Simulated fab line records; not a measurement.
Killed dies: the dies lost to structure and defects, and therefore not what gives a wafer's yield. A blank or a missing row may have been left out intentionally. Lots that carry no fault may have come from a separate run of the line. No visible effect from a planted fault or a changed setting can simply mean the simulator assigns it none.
One fault seen from 3 desks -- flow nand-harc -- only its own numbers are on each desk; what lay behind them is given at the end

== THE DEFECT DESK ==
For each lot, the counts of the inspections along the route, averaged over the sampled wafers that have a number. Any lot whose mean is over 4 standard deviations away from the usual mean is out of limits and marked OUT; that distance is given in the brackets.
Columns: A = raw-defect-count at NHARC_A_BONDPAD_INSPECT_23, usual 528; B = raw-defect-count at NHARC_HYBRID_BOND_INSPECT_06, usual 82
lot,first seen here,A,B
L981,day 23 16:17,365,30
L984,day 25 18:28,451,54
L995,day 29 03:58,566,70
L993,day 29 06:03,517,76
L101,day 32 18:13,566,111
L102,day 33 03:38,431,59
This desk's finding: nothing out of limits on any of the 6 lots.

== AT THE METROLOGY DESK ==
Lot by lot, what the gauges showed, no matter which tool ran the lot: averages of those sampled wafers that carry a number. Any lot whose mean is over 4 standard deviations away from the usual mean is out of limits and marked OUT; that distance is given in the brackets.
Columns: A = thk-nm at NHARC_A_BONDPAD_THK_MEAS_20, usual 170.0 nm; B = overlay-x-nm at NHARC_HYBRID_BOND_OVL_MEAS_05, usual -1 nm; C = overlay-y-nm at NHARC_HYBRID_BOND_OVL_MEAS_05, usual -2 nm; D = thk-nm at NHARC_THIN_TSV_THK_MEAS_02, usual 2979 nm
lot,first seen here,A,B,C,D
L981,day 23 16:05,170.8,12,-28,3215
L984,day 25 18:16,170.6,12,5,2748
L995,day 29 03:45,168.9,9,8,1941 (-4.5) OUT
L993,day 29 05:49,168.6,17,27,1791 (-5.2) OUT
L101,day 32 05:59,170.1,-1,-12,3076
L102,day 33 03:24,170.0,-33,1,3047
Finding of this desk: L993, L995 out of limits; the first was L995 at day 29 15:27, on thk-nm at NHARC_THIN_TSV_THK_MEAS_02. Within limits: L981, L984, L101, L102.

== THE TOOL OWNER'S DESK: grinder-01 ==
NHARC_THIN_TSV_GRIND_00, tool's own readings: per-lot mean of the sampled wafers with a number, covering each lot this tool ran. Any lot whose mean is over 4 standard deviations away from the usual mean is out of limits and marked OUT; that distance is given in the brackets.
Columns: A = motor-current-A at NHARC_THIN_TSV_GRIND_00, usual 12.000 A
lot,first seen here,A
L981,day 24 05:54,11.991
L984,day 26 01:54,12.002
L995,day 29 13:58,12.030
L993,day 29 15:10,11.982
L101,day 33 03:58,12.008
L102,day 33 16:52,11.997
This desk's finding: nothing out of limits on any of the 6 lots.

== PUT TOGETHER ==
L993, L995 would have let the metrology desk raise an alarm at day 29 15:27.
Nothing the defect desk looked at was out of limits.
Nothing out of limits was seen by the tool owner's desk.
The defect desk has L993, L995 on record, within its limits.
Tool owner's desk: L993, L995 on record, inside its limits.
On grinder-01, each named lot ran NHARC_THIN_TSV_GRIND_00.

== WHAT THE SIMULATOR HAD INSERTED ==
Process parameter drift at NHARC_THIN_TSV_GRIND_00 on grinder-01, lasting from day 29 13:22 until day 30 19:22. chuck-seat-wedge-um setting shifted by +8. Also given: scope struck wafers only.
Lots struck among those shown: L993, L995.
Time in hours between the start of the fault and the first out-of-limits reading at each desk: metrology desk, 2.
